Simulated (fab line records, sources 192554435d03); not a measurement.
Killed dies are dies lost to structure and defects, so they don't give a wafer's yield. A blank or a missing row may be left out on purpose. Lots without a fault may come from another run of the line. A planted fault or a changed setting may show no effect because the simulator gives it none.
A struck lot beside a sound one | flow n5_finfet | 37 steps out of a route of 1938
Sound: wafers L645.2, L645.4, L645.6. Struck: wafers L658.1, L658.4. The cause comes at the end.
At each step with rows: each side's tool, then ch and its chambers, then its first start. Under that, the readings that differ: sound wafers | struck wafers | difference of the means | sigmas: that difference in standard deviations of wafers without a fault.
alike: readings whose means differ by less than 2 such deviations, and words and numbers that are the same on both sides. not compared: withheld readings, readings that some wafer has no value for, bounds like >300 that may hide the same value, and numbers for which the record gives no deviation and whose values overlap.
The two part at a step that has a row with sigmas, a row that says differs or no value, or rows on one side only. Numbers that don't overlap but have no deviation are shown without sigmas and don't part them. A reading that every wafer of one side lacks parts them only if that side has two wafers or more.

first, 9 steps without rows for these wafers: N5_BEOL_M10_PEB_26 (peb time 60 s); N5_BEOL_M10_DEVELOP_27 (develop time 30 s); N5_BEOL_M10_DESCUM_33 (chemistry O2, time 7.9 s); N5_BEOL_M10_ETCH_65 (etches SiARC in CF4, target depth 39 nm, time 65 s); N5_BEOL_M10_ETCH_66 (etches SOC in N2/H2, target depth 120 nm, overetch 24 nm, time 180 s); N5_BEOL_M10_STRIP_69 (strips in N2/H2); N5_BEOL_M10_VIA_ETCH_34 (etches SiCOH lowk in C4F6/O2, target depth 184.5 nm, time 69.2 s); N5_BEOL_M10_STRIP_73 (strips in C4F6/O2); N5_BEOL_M10_STRIP_36 (strips in N2/H2).
N5_BEOL_M10_TRENCH_ETCH_37: etches SiCOH lowk in C4F6/O2, target depth 148.83 nm, time 48 s.
  sound on rie_diel-03 ch 2,3, day 10 11:40; struck on rie_diel-03 ch 0,2, day 14 01:32
  reading                                     | sound          | struck    | difference | sigmas
  oes_product_au (a.u.)                       | 0.71 0.71 0.99 | 1.17 1.14 | +0.35      | +3
  model.etch.depth_nm (nm)                    | 152 151 151.6  | 212.9 214 | +61.9      |
  model.BEOL_M10.feature_depth_nm (nm)        | 152 151 151.6  | 213 214   | +62        |
  model.TiN_of_BEOL_M10_HM_DEP_02.thk_nm (nm) | 15.4 15.6 15.4 | 14.2 13.8 | -1.5       |
  alike: drypump_motor_current_A, mfc_ar_sccm, rf_vpp_V, showerhead_plenum_p_Torr, throttle_valve_pct
  not compared: rf_hours_counter_h
then, 2 steps without rows for these wafers: N5_BEOL_M10_ETCH_41 (etches SiCN in CH3F/O2, target depth 42.6 nm, time 86 s); N5_BEOL_M10_STRIP_77 (strips in N2/H2, time 10 s).
N5_BEOL_M10_OCD_MEAS_38:
  sound on ocd-02, day 10 11:51; struck on ocd-01, day 14 01:43
  reading              | sound             | struck      | difference | sigmas
  trench_depth_nm (nm) | 151.8 150.7 151.5 | 212.7 213.9 | +62.0      | +22
then, 13 steps without rows for these wafers: N5_BEOL_M10_HM_STRIP_39 (strips TiN in peroxide tin strip, target depth 25 nm, time 158 s); N5_BEOL_M10_SRD_40 (time 30 s); N5_BEOL_M10_PRECLEAN_42 (cleans in residue remover, time 60 s); N5_BEOL_M10_SRD_43 (time 30 s); N5_BEOL_M10_CURE_72 (cures SiCOH lowk, time 120 s); N5_BEOL_M10_DEGAS_44 (time 60 s); N5_BEOL_M10_PRE_CLEAN_45 (time 30 s); N5_BEOL_M10_ALD_74 (deposits TaN, target thk 2 nm, pulse time 2 s, purge time 3 s); N5_BEOL_M10_SURFACE_TREAT_76; N5_BEOL_M10_CVD_75 (deposits Co from CCTBA/H2, target thk 2 nm, time 138.9 s); N5_BEOL_M10_SPUTTER_48 (material Cu, target thk 12 nm, time 2 s); N5_BEOL_M10_ECD_50 (material Cu, target thk 318 nm); N5_BEOL_M10_ANNEAL_51 (time 90 s).
N5_BEOL_M10_CMP_52: polishes, stops on SiCOH lowk, t overpolish 7 s, target thk 140 nm.
  sound on cmp-01 ch 1,2,3, day 10 18:28; struck on cmp-01 ch 0,3, day 14 05:02
  reading                                 | sound           | struck      | difference | sigmas
  model.Cu_of_BEOL_M10_ECD_50.thk_nm (nm) | 142.8 142 141.6 | 204.8 204.4 | +62.5      |
  alike: motor_current_A
N5_BEOL_M10_THK_MEAS_53: measures by xrf.
  sound on film_metro-01, day 10 18:43; struck on film_metro-02, day 14 05:20
  reading      | sound       | struck  | difference | sigmas
  M10_THK (nm) | 142 141 140 | 200 200 | +59        | +20
then, 2 steps without rows for these wafers: N5_BEOL_M10_PRE_CLEAN_55 (time 15 s); N5_BEOL_M10_DEP_56 (deposits SiCN from 3MS/NH3, target thk 15 nm, time 26.5 s).
N5_BEOL_M10_RS_MEAS_57: measures by four-point-probe.
  sound on film_metro-01, day 10 18:53; struck on film_metro-02, day 14 05:28
  reading         | sound             | struck      | difference | sigmas
  M10_RS (ohm/sq) | 0.148 0.148 0.149 | 0.100 0.100 | -0.048     | -14
then, 5 steps without rows for these wafers: N5_BEOL_M11_ILD_DEP_00 (deposits SiCOH lowk from DEMS/porogen, target thk 308.51 nm, time 58 s); N5_BEOL_M11_CURE_71 (cures SiCOH lowk, time 240 s); N5_BEOL_M11_PECVD_70 (deposits SiO2 from TEOS/O2, target thk 20 nm, time 22.7 s); N5_BEOL_M11_HM_DEP_02 (deposits TiN, target thk 20 nm); N5_BEOL_M11_COAT_59 (time 60 s, resist thk 100 nm).
N5_BEOL_M15_RC_MEAS_101:
  sound on prober-01 ch 0, day 12 08:29; struck on prober-01 ch 0, day 16 03:05
  reading                    | sound                   | struck          | difference | sigmas
  COMB_M7_max_site (S/m)     | 3.9e-11 6.1e-11 4.4e-11 | 3.4e-11 2.6e-11 | -1.8e-11   | -2
  SERP_M10 (ohm/um)          | 3.05 3.10 3.11          | 2.03 2.04       | -1.05      | -13
  SERP_M10_max_site (ohm/um) | 3.08 3.18 3.15          | 2.08 2.08       | -1.06      | -12
  alike: COMB_M11, COMB_M12, COMB_M13, COMB_M14, COMB_M15, COMB_M5, COMB_M6, COMB_M7, COMB_M8, COMB_M9, SERP_M11, SERP_M12, SERP_M13, SERP_M14, SERP_M5, SERP_M6, SERP_M7, SERP_M7_max_site, SERP_M8, SERP_M9

WHERE THEY PART
First at N5_BEOL_M10_TRENCH_ETCH_37; last, within this record, at N5_BEOL_M15_RC_MEAS_101.

WHY: what the simulator had put in
Process parameter drift: rie_diel-03, from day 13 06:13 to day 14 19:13, at N5_BEOL_M10_TRENCH_ETCH_37. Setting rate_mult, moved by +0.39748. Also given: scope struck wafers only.
